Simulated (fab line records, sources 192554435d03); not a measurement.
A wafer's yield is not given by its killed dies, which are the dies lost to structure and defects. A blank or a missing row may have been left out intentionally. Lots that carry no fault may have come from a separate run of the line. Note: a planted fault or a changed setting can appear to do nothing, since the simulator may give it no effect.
Chamber matching -- flow n5_finfet -- N5_BEOL_M2_ETCH_70 on rie_diel-06: 4 sister chambers
The step etches SOC in N2/H2, target depth 80 nm, overetch 24 nm, time 130 s. 4 wafers are shown with their chamber, then 10 later ones without.

== WAFERS PAIRED WITH THEIR CHAMBERS ==
wafer,chamber,drypump_motor_current_A (A)
L085.2,0,5.0
L087.1,1,5.4
L087.6,2,5.7
L089.5,3,6.4

== WAFERS MISSING THEIR CHAMBER ==
wafer,drypump_motor_current_A (A)
L089.6,5.6
L093.2,5.1
L093.5,5.1
L093.6,5.6
L094.3,5.1
L094.4,5.6
L094.5,6.4
L096.1,5.6
L096.2,5.4
L096.5,5.0

== THE CHAMBER EACH PASSED THROUGH ==
wafer,from the rows above,in truth
L089.6,can't be placed: 2 or 1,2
L093.2,0,0
L093.5,0,0
L093.6,can't be placed: 2 or 1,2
L094.3,0,0
L094.4,can't be placed: 2 or 1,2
L094.5,3,3
L096.1,can't be placed: 2 or 1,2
L096.2,1,1
L096.5,0,0
Placed correctly: 6 of 10. Can't be placed from these rows: 4 (the true chamber is among the candidates in 4). 0 placed wrongly.
How it was worked out, from the rows above alone: a wafer's distance from a chamber is the root of the sum, over the readings, of the square of ((its reading less the chamber's mean) divided by the reading's scatter). The wafer belongs to the nearest chamber; if the next one is less than 2 further off, it can't be placed. The mean given for a chamber averages the wafers shown for that chamber. The scatter (one wafer shown for each chamber): square how far every hidden wafer sits from the nearest shown wafer, average those squares and take the square root.
